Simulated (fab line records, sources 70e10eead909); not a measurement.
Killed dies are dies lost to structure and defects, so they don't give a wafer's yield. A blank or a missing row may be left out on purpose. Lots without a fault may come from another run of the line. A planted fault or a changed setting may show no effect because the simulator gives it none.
Which tool did it? | flow nand_harc | 12 lots, 36 wafers sampled, at 6 steps of a route of 1302

WHAT THE GAUGES READ, wafer by wafer
NHARC_P_ZERO_WELL_CD_MEAS_24: target cd 720 nm.
lot  | measured    | on        | cd_nm (nm)
L499 | day 2 08:34 | cd_sem-01 | 719.3 720.6 719.7
L500 | day 2 18:52 | cd_sem-01 | 717.2 719.5 719.6
L501 | day 3 04:37 | cd_sem-01 | 719.9 718.0 719.1
L502 | day 3 14:35 | cd_sem-01 | 720.0 719.4 720.2
L503 | day 4 00:40 | cd_sem-01 | 721.4 719.4 720.2
L505 | day 4 22:22 | cd_sem-03 | 721.2 720.7 720.1
L508 | day 6 02:36 | cd_sem-02 | 721.7 722.3 720.7
L509 | day 6 12:28 | cd_sem-03 | 719.7 717.7 718.6
L510 | day 6 22:55 | cd_sem-03 | 721.1 720.5 721.6
L511 | day 7 08:38 | cd_sem-02 | 719.9 721.3 720.3
L512 | day 7 18:46 | cd_sem-03 | 720.6 721.6 720.6
L513 | day 8 04:35 | cd_sem-03 | 711.2 710.9 710.3

NHARC_P_STI_CD_MEAS_09: target cd 200 nm.
lot  | measured    | on        | cd_nm (nm)
L499 | day 3 07:16 | cd_sem-03 | 196.7 199.7 200.0
L500 | day 3 19:14 | cd_sem-01 | 199.5 199.1 201.3
L501 | day 4 03:15 | cd_sem-01 | 201.2 201.8 200.3
L502 | day 4 14:45 | cd_sem-02 | 203.1 200.6 200.6
L503 | day 4 23:04 | cd_sem-01 | 200.9 201.0 203.0
L505 | day 5 18:25 | cd_sem-02 | 201.9 202.3 205.7
L508 | day 7 00:31 | cd_sem-01 | 205.2 202.0 202.9
L509 | day 7 08:57 | cd_sem-01 | 199.7 199.8 200.7
L510 | day 7 20:56 | cd_sem-01 | 202.3 201.3 200.3
L511 | day 8 05:40 | cd_sem-03 | 199.8 200.7 202.6
L512 | day 8 15:01 | cd_sem-03 | 200.3 198.3 197.4
L513 | day 9 00:05 | cd_sem-02 | 200.1 199.1 196.8

NHARC_P_STI_INSPECT_11.
lot  | measured    | on                | raw_defect_count
L499 | day 3 07:24 | defect_inspect-01 | 5 4 9
L500 | day 3 19:22 | defect_inspect-02 | 6 4 6
L501 | day 4 03:22 | defect_inspect-01 | 4 7 5
L502 | day 4 14:53 | defect_inspect-01 | 4 2 2
L503 | day 4 23:11 | defect_inspect-02 | 7 7 4
L505 | day 5 18:32 | defect_inspect-01 | 3 4 2
L508 | day 7 00:38 | defect_inspect-02 | 2 4 3
L509 | day 7 09:05 | defect_inspect-01 | 9 5 7
L510 | day 7 21:04 | defect_inspect-01 | 6 3 10
L511 | day 8 05:47 | defect_inspect-01 | 6 5 9
L512 | day 8 15:08 | defect_inspect-02 | 9 3 7
L513 | day 9 00:13 | defect_inspect-01 | 11 10 5

NHARC_END_SORT_01.
lot  | measured     | on        | killed_at_array | killed_at_other | killed_at_periphery | killed_dies | killed_open | killed_short
L508 | day 28 07:16 | prober-02 | 52 58 42        | 2 5 0           | 1 6 2               | 55 69 44    | 6 5 4       | 2 2 2

WHICH TOOL RAN EACH LOT (tool, then ch and the chambers of the sampled wafers, then the start)
lot  | NHARC_P_ZERO_WELL_EXPOSE_21      | NHARC_P_ZERO_WELL_DESCUM_39
L499 | krf_scanner-02 ch 0, day 2 08:25 | rie_diel-09 ch 1,2, day 2 10:59
L500 | krf_scanner-02 ch 0, day 2 18:43 | rie_diel-04 ch 1,3, day 2 20:32
L501 | krf_scanner-04 ch 0, day 3 04:28 | rie_diel-09 ch 1,2, day 3 06:17
L502 | krf_scanner-02 ch 0, day 3 14:26 | rie_diel-04 ch 0,2,3, day 3 16:17
L503 | krf_scanner-04 ch 0, day 4 00:31 | rie_diel-04 ch 1,3, day 4 02:21
L505 | krf_scanner-04 ch 0, day 4 22:13 | rie_diel-09 ch 0,1,2, day 5 00:02
L508 | krf_scanner-02 ch 0, day 6 02:26 | rie_diel-04 ch 0,1,2, day 6 04:26
L509 | krf_scanner-02 ch 0, day 6 12:18 | rie_diel-04 ch 0,1,2, day 6 14:26
L510 | krf_scanner-04 ch 0, day 6 22:46 | rie_diel-01 ch 0,1,2, day 7 00:46
L511 | krf_scanner-01 ch 0, day 7 08:28 | rie_diel-01 ch 0,2, day 7 10:27
L512 | krf_scanner-02 ch 0, day 7 18:36 | rie_diel-04 ch 0,1,2, day 7 20:28
L513 | krf_scanner-04 ch 0, day 8 04:25 | rie_diel-04 ch 0,1,3, day 8 06:23
- NHARC_P_ZERO_WELL_EXPOSE_21: exposes mask P NWELL, target cd 720 nm.
- NHARC_P_ZERO_WELL_DESCUM_39: chemistry O2, time 3 s.

WHAT THE TOOLS THEMSELVES READ (means of the sampled wafers that have a number; where no wafer has one, the mark that the record gives instead)
NHARC_P_ZERO_WELL_DESCUM_39.
lot  | tool        | drypump_motor_current_A (A) | o2_flow_sccm (sccm) | oes_product_au (a.u.) | rf_vpp_V (V) | showerhead_plenum_p_Torr (Torr) | throttle_valve_pct (%)
L499 | rie_diel-09 | 5.5                         | 200.3               | 1.008                 | 57.7         | 1.93                            | 11.313
L500 | rie_diel-04 | 6.1                         | 200.1               | 1.000                 | 57.3         | 1.86                            | 11.311
L501 | rie_diel-09 | 5.5                         | 199.6               | 1.002                 | 57.1         | 1.93                            | 11.304
L502 | rie_diel-04 | 5.7                         | 200.0               | 1.001                 | 58.7         | 1.89                            | 11.310
L503 | rie_diel-04 | 6.1                         | 200.0               | 1.001                 | 57.2         | 1.86                            | 11.310
L505 | rie_diel-09 | 5.4                         | 199.8               | 1.003                 | 58.5         | 1.94                            | 11.307
L508 | rie_diel-04 | 5.5                         | 199.9               | 0.992                 | 57.5         | 1.95                            | 11.309
L509 | rie_diel-04 | 5.5                         | 200.2               | 0.978                 | 57.6         | 1.95                            | 11.310
L510 | rie_diel-01 | 5.5                         | 199.8               | 0.994                 | 58.1         | 1.87                            | 11.315
L511 | rie_diel-01 | 5.6                         | 200.2               | 0.988                 | 57.3         | 1.92                            | 11.311
L512 | rie_diel-04 | 5.5                         | 199.7               | 0.986                 | 58.5         | 1.95                            | 11.312
L513 | rie_diel-04 | 5.8                         | 200.4               | 0.998                 | 57.7         | 1.89                            | 11.304

THE ANSWER, worked out from the rows above alone
Rule: what is usual is taken from the lots themselves. Put in order of their means at a reading, lots are off if they are a third of the lots or fewer, leave a main group of 4 or more, and stand apart from it by a gap of 3 or more times the standard deviation of the main group's means; of several such gaps the widest counts. A main group whose means are all the same, to the digits that the tables above print for the reading, isn't used. A lot without any number at a reading at which 4 lots or more have one is off too. The other lots that the step has rows for count as sound. The gauges are gone through in route order, then the tools' own readings, and for those a lot's mean is taken as printed above. The first step at which some lot is off is used, and at that step the reading that is off furthest; a lot without a number counts as furthest.
Off: L513, at NHARC_P_ZERO_WELL_CD_MEAS_24 (cd_nm). The main group: mean 720.1 nm, standard deviation 0.93.
A tool fits if, at a process step before that reading, it ran every lot that is off, and no sound lot after the first of them. The gauges at NHARC_P_ZERO_WELL_CD_MEAS_24 are tried like those tools. Can't be told from this: 2 tools fit, krf_scanner-04 at NHARC_P_ZERO_WELL_EXPOSE_21, cd_sem-03 at NHARC_P_ZERO_WELL_CD_MEAS_24.

WHAT THE SIMULATOR HAD PUT IN
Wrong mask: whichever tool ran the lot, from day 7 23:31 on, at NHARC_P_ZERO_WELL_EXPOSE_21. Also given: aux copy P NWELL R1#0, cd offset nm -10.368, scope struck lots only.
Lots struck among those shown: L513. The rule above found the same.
